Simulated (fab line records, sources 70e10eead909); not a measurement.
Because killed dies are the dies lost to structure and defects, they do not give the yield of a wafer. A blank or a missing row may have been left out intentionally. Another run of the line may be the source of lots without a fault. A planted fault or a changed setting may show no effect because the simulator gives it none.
Chamber matching	flow nandHarc	aldHk-01 running NHARC_A_CHANNEL_FILL_D1_ALD_16: 4 sister chambers
The step deposits SiO2, target thk 1.5 nm, pulse time 10 s, ald cycles 15. 4 wafers are shown with their chamber, then 6 later ones without.

## EACH WAFER AND ITS CHAMBER
wafer	chamber	heaterPowerW (W)
L111.2	2	432
L118.4	3	485
L119.1	0	425
L119.2	1	421

## WAFERS WITH NO CHAMBER GIVEN
wafer	heaterPowerW (W)
L119.6	449
L126.1	414
L126.5	427
L126.6	403
L130.1	412
L130.6	485

## THE CHAMBER EACH PASSED THROUGH
wafer	from the rows above	in truth
L119.6	can't be placed: 2 or 0 or 1 or 3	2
L126.1	can't be placed: 1 or 0 or 2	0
L126.5	can't be placed: 0 or 2 or 1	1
L126.6	can't be placed: 1 or 0 or 2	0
L130.1	can't be placed: 1 or 0 or 2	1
L130.6	3	3
Correctly placed: 1 of 6. Not placeable from these rows: 5 (in 5, the candidates include the true chamber). Placed wrongly: 0.
How it was worked out, from the rows above alone: a wafer's distance from a chamber is the root of the sum, over the readings, of the square of ((its reading less the chamber's mean) divided by the reading's scatter). If the next closest chamber is less than 2 further off than the closest, the wafer can't be placed; otherwise it belongs to the closest. The mean given for a chamber averages the wafers shown for that chamber. The scatter (one wafer shown for each chamber): square how far every hidden wafer sits from the nearest shown wafer, average those squares and take the square root.
